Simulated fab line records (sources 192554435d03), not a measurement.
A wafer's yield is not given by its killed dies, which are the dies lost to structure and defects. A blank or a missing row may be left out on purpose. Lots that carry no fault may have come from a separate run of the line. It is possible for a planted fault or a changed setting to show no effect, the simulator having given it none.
Chamber matching    flow n5 finfet    rie diel-03 running N5_SDB_STRIP_21: 4 sister chambers
The step strips in CF4. 18 wafers are shown with their chamber, then 9 later ones without.

## WAFERS WITH THEIR CHAMBER
wafer   chamber  showerhead plenum p Torr (Torr)  drypump motor current A (A)  oes product au (a.u.)
L075.1  3        1.89                             5.6                          0.85
L075.3  0        1.70                             5.5                          0.71
L075.6  3        1.89                             5.6                          0.86
L076.1  0        1.70                             5.5                          0.69
L076.2  3        1.89                             5.6                          0.86
L076.3  1        1.78                             6.7                          0.68
L079.1  3        1.89                             5.6                          0.84
L079.4  2        1.77                             5.9                          0.92
L079.6  3        1.89                             5.6                          0.85
L082.1  3        1.89                             5.6                          0.84
L082.2  2        1.76                             5.9                          0.90
L082.4  1        1.78                             6.7                          0.96
L083.1  2        1.76                             6.0                          0.90
L083.3  0        1.70                             5.5                          0.68
L083.6  1        1.78                             6.8                          0.95
L089.1  0        1.70                             5.5                          0.68
L089.3  1        1.78                             6.7                          0.93
L089.5  0        1.70                             5.5                          0.68

SIGNATURES (means of the wafers above)
reading                   chamber 0  chamber 1  chamber 2  chamber 3  scatter within a chamber
showerhead plenum p Torr  1.7000     1.7800     1.7633     1.8900     0.00218
drypump motor current A   5.500      6.725      5.933      5.600      0.0318
oes product au            0.6880     0.8800     0.9067     0.8500     0.0628
Rule: a wafer lies at a distance from a chamber equal to the root of the sum of squares, over the readings, of (its reading less the chamber's mean, divided by the reading's scatter). The wafer belongs to the nearest chamber; if the next one is less than 2 further off, it can't be placed. The scatter: take each reading less its chamber's mean, square it, sum over the shown wafers, divide by the number of wafers less the number of chambers, and take the root.

## WAFERS WHOSE CHAMBER IS MISSING
wafer   showerhead plenum p Torr (Torr)  drypump motor current A (A)  oes product au (a.u.)
L090.3  1.89                             5.6                          0.82
L090.4  1.70                             5.5                          0.68
L090.6  1.78                             6.7                          0.92
L091.1  1.78                             6.7                          0.91
L091.3  1.76                             5.9                          0.87
L091.5  1.78                             6.7                          0.90
L097.2  1.77                             6.7                          0.88
L097.3  1.88                             5.6                          0.80
L097.6  1.77                             6.7                          0.88

## CHAMBER TAKEN BY EACH
wafer   from the rows above  in truth
L090.3  3                    3
L090.4  0                    0
L090.6  1                    1
L091.1  1                    1
L091.3  2                    2
L091.5  1                    1
L097.2  1                    1
L097.3  3                    3
L097.6  1                    1
Placed correctly: 9 of 9. Number that these rows cannot place: 0. Number placed wrongly: 0.
